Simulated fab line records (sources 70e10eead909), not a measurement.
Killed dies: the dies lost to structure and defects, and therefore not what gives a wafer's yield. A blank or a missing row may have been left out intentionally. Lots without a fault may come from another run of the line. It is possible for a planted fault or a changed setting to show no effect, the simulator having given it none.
Which of the tools did it? | flow nandHarc | Sampling: 6 lots, 18 wafers, 5 of 1159 route steps

WHAT THE GAUGES SHOWED, per wafer
NHARC_END_SORT_01.
lot  | measured     | on        | defectLimitedYield (%)
L324 | day 21 07:49 | prober-02 | 95.3 94.7
L326 | day 22 07:52 | prober-02 | 95.6 95.7 88.5

TOOL THAT RAN EACH LOT (tool first, then ch and the chambers of the sampled wafers, then the start)
lot  | NHARC_P_M1_PVD_20           | NHARC_A_M1_ANNEAL_31            | NHARC_A_BONDPAD_CMP_29        | NHARC_A_BONDPAD_ANNEAL_28
L318 | pvdSputter-02, day 6 10:59  | rtpAnneal-02 ch 0, day 18 00:14 | cmp-03 ch 2,3, day 18 02:06   | rtpAnneal-02 ch 0, day 18 05:20
L320 | pvdSputter-01, day 6 21:45  | rtpAnneal-02 ch 0, day 19 12:17 | cmp-03 ch 0,2,3, day 19 14:13 | rtpAnneal-01 ch 0, day 19 17:00
L324 | pvdSputter-03, day 8 00:59  | rtpAnneal-02 ch 0, day 19 18:08 | cmp-01 ch 0,1, day 19 20:04   | rtpAnneal-01 ch 0, day 19 23:14
L326 | pvdSputter-03, day 9 08:14  | rtpAnneal-01 ch 0, day 20 19:14 | cmp-02 ch 0,1, day 20 21:13   | rtpAnneal-02 ch 0, day 21 00:00
L333 | pvdSputter-01, day 10 07:00 | rtpAnneal-02 ch 0, day 21 23:50 | cmp-03 ch 0,1,3, day 22 01:49 | rtpAnneal-02 ch 0, day 22 04:52
L337 | pvdSputter-02, day 11 09:44 | rtpAnneal-01 ch 0, day 22 13:18 | cmp-02 ch 0,1,3, day 22 15:19 | rtpAnneal-01 ch 0, day 22 18:01
- NHARC_P_M1_PVD_20: deposits TaN, target thk 5 nm, time 8.06 s.
- NHARC_A_M1_ANNEAL_31: time 90 s.
- NHARC_A_BONDPAD_CMP_29: polishes SiCN, target thk 200 nm.
- NHARC_A_BONDPAD_ANNEAL_28: time 90 s.

THE ANSWER, worked out from the rows above alone
Rule: what is usual is taken from the lots themselves. The widest of any qualifying gaps counts: lots, ordered by their means at a reading, are off when they make up no more than a third of the lots, leave a main group of 4 or more, and stand apart from it by 3 or more times the standard deviation of that group's means. If all means in a main group match to the digits the tables above print for the reading, that group is not used. A lot without any number at a reading at which 4 lots or more have one is off too. The other lots that the step has rows for count as sound.
No lot is off on any of the readings shown, so nothing can be concluded from this.

WHAT THE SIMULATOR HAD PUT IN
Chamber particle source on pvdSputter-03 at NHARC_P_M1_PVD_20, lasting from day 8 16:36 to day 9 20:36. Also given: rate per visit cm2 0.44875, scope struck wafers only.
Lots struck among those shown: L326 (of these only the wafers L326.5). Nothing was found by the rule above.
